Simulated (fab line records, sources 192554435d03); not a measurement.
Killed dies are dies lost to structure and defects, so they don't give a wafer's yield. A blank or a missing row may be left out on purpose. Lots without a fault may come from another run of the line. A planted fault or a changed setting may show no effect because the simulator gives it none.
Which tool did it? | flow n5_finfet | 24 lots, 72 wafers sampled, at 3 steps of a route of 1938

WHAT THE GAUGES READ, wafer by wafer
N5_BEOL_M12_INSPECT_55: inspects for defects (darkfield).
lot  | measured     | on                | raw_defect_count
L074 | day 11 13:20 | defect_inspect-01 | 48 57 65
L075 | day 11 19:47 | defect_inspect-02 | 97 97 137
L076 | day 12 00:20 | defect_inspect-02 | 83 58 115
L079 | day 12 05:49 | defect_inspect-02 | 50 45 45
L078 | day 12 06:05 | defect_inspect-01 | 53 65 65
L077 | day 12 12:01 | defect_inspect-02 | 84 51 55
L080 | day 12 23:20 | defect_inspect-02 | 96 105 53
L083 | day 13 05:56 | defect_inspect-02 | 76 93 124
L081 | day 13 08:23 | defect_inspect-01 | 94 98 117
L082 | day 13 09:37 | defect_inspect-02 | 95 97 75
L084 | day 13 16:11 | defect_inspect-02 | 59 101 93
L085 | day 14 00:46 | defect_inspect-01 | 50 76 65
L087 | day 14 13:20 | defect_inspect-02 | 51 81 77
L086 | day 14 22:18 | defect_inspect-01 | 48 68 51
L089 | day 15 03:58 | defect_inspect-02 | 69 58 43
L088 | day 15 07:59 | defect_inspect-01 | 61 73 38
L091 | day 15 10:18 | defect_inspect-01 | 40 42 37
L090 | day 15 13:21 | defect_inspect-01 | 123 93 93
L093 | day 15 20:45 | defect_inspect-01 | 80 136 105
L092 | day 16 11:47 | defect_inspect-01 | 89 105 88
L094 | day 16 21:35 | defect_inspect-02 | 68 61 41
L095 | day 17 01:26 | defect_inspect-02 | 85 158 62
L096 | day 17 04:49 | defect_inspect-01 | 50 53 54
L097 | day 17 07:35 | defect_inspect-01 | 90 103 74

N5_BEOL_M13_THK_MEAS_01.
lot  | measured     | on            | M13_ILD_THK (nm)
L074 | day 11 13:32 | film_metro-02 | 839 837 853
L075 | day 11 19:58 | film_metro-01 | 843 839 867
L076 | day 12 00:31 | film_metro-01 | 846 836 852
L079 | day 12 06:00 | film_metro-01 | 839 846 843
L078 | day 12 06:16 | film_metro-02 | 831 837 837
L077 | day 12 12:13 | film_metro-01 | 832 816 833
L080 | day 12 23:31 | film_metro-01 | 841 841 838
L083 | day 13 06:07 | film_metro-02 | 815 831 827
L081 | day 13 08:38 | film_metro-01 | 834 853 851
L082 | day 13 09:52 | film_metro-01 | 827 840 837
L084 | day 13 16:22 | film_metro-02 | 845 834 841
L085 | day 14 00:57 | film_metro-02 | 829 837 845
L087 | day 14 13:32 | film_metro-02 | 821 829 831
L086 | day 14 22:29 | film_metro-02 | 832 827 843
L089 | day 15 04:13 | film_metro-02 | 833 850 848
L088 | day 15 08:11 | film_metro-02 | 823 828 828
L091 | day 15 10:29 | film_metro-01 | 834 837 856
L090 | day 15 13:36 | film_metro-02 | 818 836 835
L093 | day 15 21:00 | film_metro-01 | 825 844 834
L092 | day 16 11:59 | film_metro-01 | 825 846 846
L094 | day 16 21:47 | film_metro-01 | 837 856 854
L095 | day 17 01:38 | film_metro-02 | 830 845 860
L096 | day 17 05:00 | film_metro-02 | 828 848 839
L097 | day 17 07:50 | film_metro-01 | 825 832 827

N5_BEOL_M13_CD_MEAS_10: target cd 190 nm.
lot  | measured     | on        | cd_nm (nm)
L074 | day 11 13:58 | cd_sem-03 | 190.3 189.8 190.4
L075 | day 11 20:17 | cd_sem-01 | 190.3 189.9 190.5
L076 | day 12 00:56 | cd_sem-01 | 191.2 190.5 190.7
L079 | day 12 06:18 | cd_sem-01 | 189.1 188.8 190.3
L078 | day 12 06:42 | cd_sem-01 | 191.1 190.4 190.6
L077 | day 12 12:38 | cd_sem-01 | 189.5 190.6 189.1
L080 | day 12 23:50 | cd_sem-01 | 189.0 189.6 189.1
L083 | day 13 06:25 | cd_sem-02 | 190.2 188.7 188.4
L081 | day 13 09:03 | cd_sem-02 | 189.9 190.2 190.7
L082 | day 13 10:18 | cd_sem-03 | 189.6 189.8 190.1
L084 | day 13 16:48 | cd_sem-02 | 191.0 189.5 189.8
L085 | day 14 01:23 | cd_sem-03 | 188.3 189.2 188.6
L087 | day 14 13:58 | cd_sem-02 | 191.0 191.1 191.4
L086 | day 14 22:47 | cd_sem-01 | 190.6 190.8 191.3
L089 | day 15 04:31 | cd_sem-01 | 190.9 190.3 190.6
L088 | day 15 08:29 | cd_sem-01 | 188.5 189.2 189.4
L091 | day 15 10:55 | cd_sem-02 | 190.4 191.1 190.1
L090 | day 15 13:54 | cd_sem-01 | 190.4 190.4 191.6
L093 | day 15 21:26 | cd_sem-01 | 188.6 189.1 189.8
L092 | day 16 12:25 | cd_sem-03 | 190.4 188.8 188.9
L094 | day 16 22:13 | cd_sem-01 | 190.9 191.8 191.0
L095 | day 17 02:04 | cd_sem-03 | 190.2 189.3 190.5
L096 | day 17 05:26 | cd_sem-01 | 192.0 192.6 192.1
L097 | day 17 08:16 | cd_sem-01 | 189.9 191.1 189.6

WHICH TOOL RAN EACH LOT (tool, then ch and the chambers of the sampled wafers, then the start)
The record holds no process step before these readings.

WHAT THE TOOLS THEMSELVES READ (means of the sampled wafers that have a number; where no wafer has one, the mark that the record gives instead)
The record holds no such reading with a usual standard deviation.

THE ANSWER, worked out from the rows above alone
Rule: what is usual is taken from the lots themselves. Put in order of their means at a reading, lots are off if they are a third of the lots or fewer, leave a main group of 4 or more, and stand apart from it by a gap of 3 or more times the standard deviation of the main group's means; of several such gaps the widest counts. A main group whose means are all the same, to the digits that the tables above print for the reading, isn't used. A lot without any number at a reading at which 4 lots or more have one is off too. The other lots that the step has rows for count as sound. The gauges are gone through in route order, then the tools' own readings, and for those a lot's mean is taken as printed above. The first step at which some lot is off is used, and at that step the reading that is off furthest; a lot without a number counts as furthest.
No lot is off at any reading shown: from this, nothing can be told.

WHAT THE SIMULATOR HAD PUT IN
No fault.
